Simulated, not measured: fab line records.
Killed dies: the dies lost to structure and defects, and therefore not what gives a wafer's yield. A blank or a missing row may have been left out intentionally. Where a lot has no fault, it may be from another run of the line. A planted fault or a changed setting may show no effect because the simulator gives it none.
Which of the tools did it? || flow n5Finfet || Sampling: 24 lots, 72 wafers, 3 of 1938 route steps

== WHAT THE GAUGES READ, wafer by wafer ==
N5_BEOL_M13_OVL_MEAS_11. Usual: V12_OVL typically reads -2 nm, with standard deviation 5.2.
{"lot": "L074", "measured": "day 10 15:29", "on": "overlay-02", "V12_OVL (nm)": "-3 -3 9", "flag": ""}
{"lot": "L076", "measured": "day 10 20:34", "on": "overlay-02", "V12_OVL (nm)": "-1 -5 -4", "flag": ""}
{"lot": "L075", "measured": "day 11 00:00", "on": "overlay-02", "V12_OVL (nm)": "-14 -5 -4", "flag": ""}
{"lot": "L077", "measured": "day 11 03:49", "on": "overlay-02", "V12_OVL (nm)": "-4 -5 -1", "flag": ""}
{"lot": "L078", "measured": "day 11 23:34", "on": "overlay-02", "V12_OVL (nm)": "2 1 8", "flag": ""}
{"lot": "L079", "measured": "day 12 10:07", "on": "overlay-01", "V12_OVL (nm)": "-12 -3 3", "flag": ""}
{"lot": "L080", "measured": "day 12 12:48", "on": "overlay-01", "V12_OVL (nm)": "-9 1 3", "flag": ""}
{"lot": "L081", "measured": "day 12 16:32", "on": "overlay-02", "V12_OVL (nm)": "8 6 1", "flag": ""}
{"lot": "L084", "measured": "day 13 05:40", "on": "overlay-02", "V12_OVL (nm)": "7 1 -3", "flag": ""}
{"lot": "L082", "measured": "day 13 09:24", "on": "overlay-01", "V12_OVL (nm)": "0 1 -5", "flag": ""}
{"lot": "L083", "measured": "day 13 10:02", "on": "overlay-01", "V12_OVL (nm)": "3 -9 -5", "flag": ""}
{"lot": "L085", "measured": "day 13 21:20", "on": "overlay-02", "V12_OVL (nm)": "-6 -5 -5", "flag": ""}
{"lot": "L087", "measured": "day 14 03:49", "on": "overlay-02", "V12_OVL (nm)": "-3 -1 6", "flag": ""}
{"lot": "L089", "measured": "day 14 12:52", "on": "overlay-02", "V12_OVL (nm)": "7 1 -5", "flag": ""}
{"lot": "L086", "measured": "day 14 16:35", "on": "overlay-01", "V12_OVL (nm)": "3 -9 -2", "flag": ""}
{"lot": "L088", "measured": "day 15 03:49", "on": "overlay-01", "V12_OVL (nm)": "0 6 1", "flag": ""}
{"lot": "L090", "measured": "day 15 07:05", "on": "overlay-01", "V12_OVL (nm)": "-1 -5 -9", "flag": ""}
{"lot": "L092", "measured": "day 15 10:42", "on": "overlay-02", "V12_OVL (nm)": "0 -6 -2", "flag": ""}
{"lot": "L091", "measured": "day 15 12:32", "on": "overlay-01", "V12_OVL (nm)": "-6 -8 -11", "flag": ""}
{"lot": "L093", "measured": "day 16 11:08", "on": "overlay-02", "V12_OVL (nm)": "-2 1 -6", "flag": ""}
{"lot": "L094", "measured": "day 16 14:16", "on": "overlay-02", "V12_OVL (nm)": "2 2 5", "flag": ""}
{"lot": "L097", "measured": "day 16 16:04", "on": "overlay-01", "V12_OVL (nm)": "13 1 8", "flag": ""}
{"lot": "L095", "measured": "day 16 19:46", "on": "overlay-02", "V12_OVL (nm)": "-2 -7 -8", "flag": ""}
{"lot": "L096", "measured": "day 16 22:28", "on": "overlay-01", "V12_OVL (nm)": "-3 -7 -2", "flag": ""}

== WHAT TOOL EACH LOT RAN ON (gives the tool, then ch and the chambers of the sampled wafers, and finally the start) ==
{"lot": "L074", "N5_BEOL_M12_SPUTTER_43": "pvdSputter-02, day 10 13:28", "N5_BEOL_M12_CMP_49": "cmp-04 ch 1,2, day 10 14:30"}
{"lot": "L076", "N5_BEOL_M12_SPUTTER_43": "pvdSputter-02, day 10 18:41", "N5_BEOL_M12_CMP_49": "cmp-02 ch 0,1,3, day 10 19:36"}
{"lot": "L075", "N5_BEOL_M12_SPUTTER_43": "pvdSputter-01, day 10 22:19", "N5_BEOL_M12_CMP_49": "cmp-02 ch 1,2,3, day 10 23:02"}
{"lot": "L077", "N5_BEOL_M12_SPUTTER_43": "pvdSputter-02, day 11 01:49", "N5_BEOL_M12_CMP_49": "cmp-02 ch 0,1, day 11 02:44"}
{"lot": "L078", "N5_BEOL_M12_SPUTTER_43": "pvdSputter-01, day 11 21:44", "N5_BEOL_M12_CMP_49": "cmp-01 ch 0,2,3, day 11 22:30"}
{"lot": "L079", "N5_BEOL_M12_SPUTTER_43": "pvdSputter-02, day 12 08:16", "N5_BEOL_M12_CMP_49": "cmp-02 ch 0,1,2, day 12 09:02"}
{"lot": "L080", "N5_BEOL_M12_SPUTTER_43": "pvdSputter-01, day 12 11:07", "N5_BEOL_M12_CMP_49": "cmp-01 ch 0,1,2, day 12 11:55"}
{"lot": "L081", "N5_BEOL_M12_SPUTTER_43": "pvdSputter-02, day 12 14:51", "N5_BEOL_M12_CMP_49": "cmp-02 ch 0,2,3, day 12 15:39"}
{"lot": "L084", "N5_BEOL_M12_SPUTTER_43": "pvdSputter-03, day 13 03:50", "N5_BEOL_M12_CMP_49": "cmp-02 ch 0,1, day 13 04:34"}
{"lot": "L082", "N5_BEOL_M12_SPUTTER_43": "pvdSputter-01, day 13 07:38", "N5_BEOL_M12_CMP_49": "cmp-02 ch 0,1,2, day 13 08:28"}
{"lot": "L083", "N5_BEOL_M12_SPUTTER_43": "pvdSputter-01, day 13 08:20", "N5_BEOL_M12_CMP_49": "cmp-04 ch 0,1,3, day 13 09:08"}
{"lot": "L085", "N5_BEOL_M12_SPUTTER_43": "pvdSputter-01, day 13 19:38", "N5_BEOL_M12_CMP_49": "cmp-02 ch 2,3, day 13 20:24"}
{"lot": "L087", "N5_BEOL_M12_SPUTTER_43": "pvdSputter-03, day 14 01:32", "N5_BEOL_M12_CMP_49": "cmp-01 ch 0,3, day 14 02:53"}
{"lot": "L089", "N5_BEOL_M12_SPUTTER_43": "pvdSputter-02, day 14 10:53", "N5_BEOL_M12_CMP_49": "cmp-02 ch 1,2,3, day 14 11:56"}
{"lot": "L086", "N5_BEOL_M12_SPUTTER_43": "pvdSputter-01, day 14 14:50", "N5_BEOL_M12_CMP_49": "cmp-04 ch 0,2,3, day 14 15:34"}
{"lot": "L088", "N5_BEOL_M12_SPUTTER_43": "pvdSputter-03, day 15 02:08", "N5_BEOL_M12_CMP_49": "cmp-02 ch 0,1, day 15 02:51"}
{"lot": "L090", "N5_BEOL_M12_SPUTTER_43": "pvdSputter-02, day 15 05:20", "N5_BEOL_M12_CMP_49": "cmp-04 ch 1,2,3, day 15 06:10"}
{"lot": "L092", "N5_BEOL_M12_SPUTTER_43": "pvdSputter-02, day 15 08:59", "N5_BEOL_M12_CMP_49": "cmp-01 ch 1,3, day 15 09:43"}
{"lot": "L091", "N5_BEOL_M12_SPUTTER_43": "pvdSputter-02, day 15 10:03", "N5_BEOL_M12_CMP_49": "cmp-04 ch 0,1,2, day 15 11:31"}
{"lot": "L093", "N5_BEOL_M12_SPUTTER_43": "pvdSputter-03, day 16 09:19", "N5_BEOL_M12_CMP_49": "cmp-04 ch 0,2,3, day 16 10:05"}
{"lot": "L094", "N5_BEOL_M12_SPUTTER_43": "pvdSputter-03, day 16 12:27", "N5_BEOL_M12_CMP_49": "cmp-02 ch 1,2, day 16 13:10"}
{"lot": "L097", "N5_BEOL_M12_SPUTTER_43": "pvdSputter-02, day 16 14:13", "N5_BEOL_M12_CMP_49": "cmp-04 ch 0,1,2, day 16 14:58"}
{"lot": "L095", "N5_BEOL_M12_SPUTTER_43": "pvdSputter-01, day 16 17:47", "N5_BEOL_M12_CMP_49": "cmp-02 ch 0,1,2, day 16 18:47"}
{"lot": "L096", "N5_BEOL_M12_SPUTTER_43": "pvdSputter-01, day 16 20:47", "N5_BEOL_M12_CMP_49": "cmp-01 ch 0,3, day 16 21:32"}
- N5_BEOL_M12_SPUTTER_43: material TaN, target thk 15 nm, time 24.19 s.
- N5_BEOL_M12_CMP_49: polishes, stops on SiOC, t overpolish 20.6 s, target thk 320 nm.

== AS READ BY THE TOOLS THEMSELVES (means over the sampled wafers that have a number; for cases with no such wafer, the mark the record gives instead) ==
N5_BEOL_M12_SPUTTER_43. Usual: throttleValvePct reads 29.8 % (standard deviation 1).
{"lot": "L074", "tool": "pvdSputter-02", "throttleValvePct (%)": 29.3, "flag": ""}
{"lot": "L076", "tool": "pvdSputter-02", "throttleValvePct (%)": 28.5, "flag": ""}
{"lot": "L075", "tool": "pvdSputter-01", "throttleValvePct (%)": 30.2, "flag": ""}
{"lot": "L077", "tool": "pvdSputter-02", "throttleValvePct (%)": 28.7, "flag": ""}
{"lot": "L078", "tool": "pvdSputter-01", "throttleValvePct (%)": 30.1, "flag": ""}
{"lot": "L079", "tool": "pvdSputter-02", "throttleValvePct (%)": 29.1, "flag": ""}
{"lot": "L080", "tool": "pvdSputter-01", "throttleValvePct (%)": 30.1, "flag": ""}
{"lot": "L081", "tool": "pvdSputter-02", "throttleValvePct (%)": 30.0, "flag": ""}
{"lot": "L084", "tool": "pvdSputter-03", "throttleValvePct (%)": 30.7, "flag": ""}
{"lot": "L082", "tool": "pvdSputter-01", "throttleValvePct (%)": 30.0, "flag": ""}
{"lot": "L083", "tool": "pvdSputter-01", "throttleValvePct (%)": 30.2, "flag": ""}
{"lot": "L085", "tool": "pvdSputter-01", "throttleValvePct (%)": 29.8, "flag": ""}
{"lot": "L087", "tool": "pvdSputter-03", "throttleValvePct (%)": 30.0, "flag": ""}
{"lot": "L089", "tool": "pvdSputter-02", "throttleValvePct (%)": 29.5, "flag": ""}
{"lot": "L086", "tool": "pvdSputter-01", "throttleValvePct (%)": 30.1, "flag": ""}
{"lot": "L088", "tool": "pvdSputter-03", "throttleValvePct (%)": 30.5, "flag": ""}
{"lot": "L090", "tool": "pvdSputter-02", "throttleValvePct (%)": 28.8, "flag": ""}
{"lot": "L092", "tool": "pvdSputter-02", "throttleValvePct (%)": 29.2, "flag": ""}
{"lot": "L091", "tool": "pvdSputter-02", "throttleValvePct (%)": 29.0, "flag": ""}
{"lot": "L093", "tool": "pvdSputter-03", "throttleValvePct (%)": 30.6, "flag": ""}
{"lot": "L094", "tool": "pvdSputter-03", "throttleValvePct (%)": 30.9, "flag": ""}
{"lot": "L097", "tool": "pvdSputter-02", "throttleValvePct (%)": 29.2, "flag": ""}
{"lot": "L095", "tool": "pvdSputter-01", "throttleValvePct (%)": 30.3, "flag": ""}
{"lot": "L096", "tool": "pvdSputter-01", "throttleValvePct (%)": 30.6, "flag": ""}

N5_BEOL_M12_CMP_49. Usual: barrierFieldEndpointS 30.7 s, standard deviation 0.8; motorCurrentA 6.3 A, standard deviation 0.57; overpolishRunS 20.600 s, standard deviation 0.0084; slurryFilterDpKPa 13.48 kPa, standard deviation 0.11.
{"lot": "L074", "tool": "cmp-04", "barrierFieldEndpointS (s)": 31.1, "motorCurrentA (A)": 6.4, "overpolishRunS (s)": 20.603, "slurryFilterDpKPa (kPa)": 13.54, "flag": ""}
{"lot": "L076", "tool": "cmp-02", "barrierFieldEndpointS (s)": 30.0, "motorCurrentA (A)": 6.4, "overpolishRunS (s)": 20.599, "slurryFilterDpKPa (kPa)": 13.51, "flag": ""}
{"lot": "L075", "tool": "cmp-02", "barrierFieldEndpointS (s)": 30.3, "motorCurrentA (A)": 6.4, "overpolishRunS (s)": 20.606, "slurryFilterDpKPa (kPa)": 13.48, "flag": ""}
{"lot": "L077", "tool": "cmp-02", "barrierFieldEndpointS (s)": 31.3, "motorCurrentA (A)": 6.4, "overpolishRunS (s)": 20.590, "slurryFilterDpKPa (kPa)": 13.59, "flag": ""}
{"lot": "L078", "tool": "cmp-01", "barrierFieldEndpointS (s)": 31.3, "motorCurrentA (A)": 5.8, "overpolishRunS (s)": 20.603, "slurryFilterDpKPa (kPa)": 13.53, "flag": ""}
{"lot": "L079", "tool": "cmp-02", "barrierFieldEndpointS (s)": 30.9, "motorCurrentA (A)": 6.6, "overpolishRunS (s)": 20.602, "slurryFilterDpKPa (kPa)": 13.50, "flag": ""}
{"lot": "L080", "tool": "cmp-01", "barrierFieldEndpointS (s)": 31.6, "motorCurrentA (A)": 5.6, "overpolishRunS (s)": 20.600, "slurryFilterDpKPa (kPa)": 13.54, "flag": ""}
{"lot": "L081", "tool": "cmp-02", "barrierFieldEndpointS (s)": 30.4, "motorCurrentA (A)": 6.7, "overpolishRunS (s)": 20.596, "slurryFilterDpKPa (kPa)": 13.46, "flag": ""}
{"lot": "L084", "tool": "cmp-02", "barrierFieldEndpointS (s)": 29.8, "motorCurrentA (A)": 6.8, "overpolishRunS (s)": 20.604, "slurryFilterDpKPa (kPa)": 13.47, "flag": ""}
{"lot": "L082", "tool": "cmp-02", "barrierFieldEndpointS (s)": 30.4, "motorCurrentA (A)": 6.9, "overpolishRunS (s)": 20.597, "slurryFilterDpKPa (kPa)": 13.45, "flag": ""}
{"lot": "L083", "tool": "cmp-04", "barrierFieldEndpointS (s)": 31.2, "motorCurrentA (A)": 6.2, "overpolishRunS (s)": 20.603, "slurryFilterDpKPa (kPa)": 13.41, "flag": ""}
{"lot": "L085", "tool": "cmp-02", "barrierFieldEndpointS (s)": 30.1, "motorCurrentA (A)": 6.4, "overpolishRunS (s)": 20.592, "slurryFilterDpKPa (kPa)": 13.54, "flag": ""}
{"lot": "L087", "tool": "cmp-01", "barrierFieldEndpointS (s)": 30.7, "motorCurrentA (A)": 5.9, "overpolishRunS (s)": 20.594, "slurryFilterDpKPa (kPa)": 13.49, "flag": ""}
{"lot": "L089", "tool": "cmp-02", "barrierFieldEndpointS (s)": 30.4, "motorCurrentA (A)": 6.6, "overpolishRunS (s)": 20.595, "slurryFilterDpKPa (kPa)": 13.45, "flag": ""}
{"lot": "L086", "tool": "cmp-04", "barrierFieldEndpointS (s)": 31.1, "motorCurrentA (A)": 6.1, "overpolishRunS (s)": 20.598, "slurryFilterDpKPa (kPa)": 13.58, "flag": ""}
{"lot": "L088", "tool": "cmp-02", "barrierFieldEndpointS (s)": 30.6, "motorCurrentA (A)": 6.4, "overpolishRunS (s)": 20.589, "slurryFilterDpKPa (kPa)": 13.41, "flag": ""}
{"lot": "L090", "tool": "cmp-04", "barrierFieldEndpointS (s)": 30.3, "motorCurrentA (A)": 6.6, "overpolishRunS (s)": 20.600, "slurryFilterDpKPa (kPa)": 13.55, "flag": ""}
{"lot": "L092", "tool": "cmp-01", "barrierFieldEndpointS (s)": 30.7, "motorCurrentA (A)": 5.4, "overpolishRunS (s)": 20.600, "slurryFilterDpKPa (kPa)": 13.59, "flag": ""}
{"lot": "L091", "tool": "cmp-04", "barrierFieldEndpointS (s)": 30.9, "motorCurrentA (A)": 6.0, "overpolishRunS (s)": 20.603, "slurryFilterDpKPa (kPa)": 13.45, "flag": ""}
{"lot": "L093", "tool": "cmp-04", "barrierFieldEndpointS (s)": 30.9, "motorCurrentA (A)": 6.0, "overpolishRunS (s)": 20.596, "slurryFilterDpKPa (kPa)": 13.38, "flag": ""}
{"lot": "L094", "tool": "cmp-02", "barrierFieldEndpointS (s)": 30.0, "motorCurrentA (A)": 6.8, "overpolishRunS (s)": 20.599, "slurryFilterDpKPa (kPa)": 13.49, "flag": ""}
{"lot": "L097", "tool": "cmp-04", "barrierFieldEndpointS (s)": 31.1, "motorCurrentA (A)": 5.9, "overpolishRunS (s)": 20.601, "slurryFilterDpKPa (kPa)": 13.44, "flag": ""}
{"lot": "L095", "tool": "cmp-02", "barrierFieldEndpointS (s)": 30.5, "motorCurrentA (A)": 6.7, "overpolishRunS (s)": 20.602, "slurryFilterDpKPa (kPa)": 13.40, "flag": ""}
{"lot": "L096", "tool": "cmp-01", "barrierFieldEndpointS (s)": 30.7, "motorCurrentA (A)": 6.0, "overpolishRunS (s)": 20.596, "slurryFilterDpKPa (kPa)": 13.53, "flag": ""}

== THE ANSWER, worked out from the rows above alone ==
Rule: a lot counts as off when the mean over its wafers that have a number is more than 3 standard deviations away from the usual mean. Also off: a lot with no number at a reading for which 4 or more lots have one. Any other lot the step has rows for is counted as sound. The gauges are gone through in route order, then the tools' own readings, and for those a lot's mean is taken as printed above. The first step at which some lot is off is used, and at that step the reading that is off furthest; a lot without a number counts as furthest.
Nothing can be told from this: no lot is off at any reading shown.

== WHAT THE SIMULATOR HAD PUT IN ==
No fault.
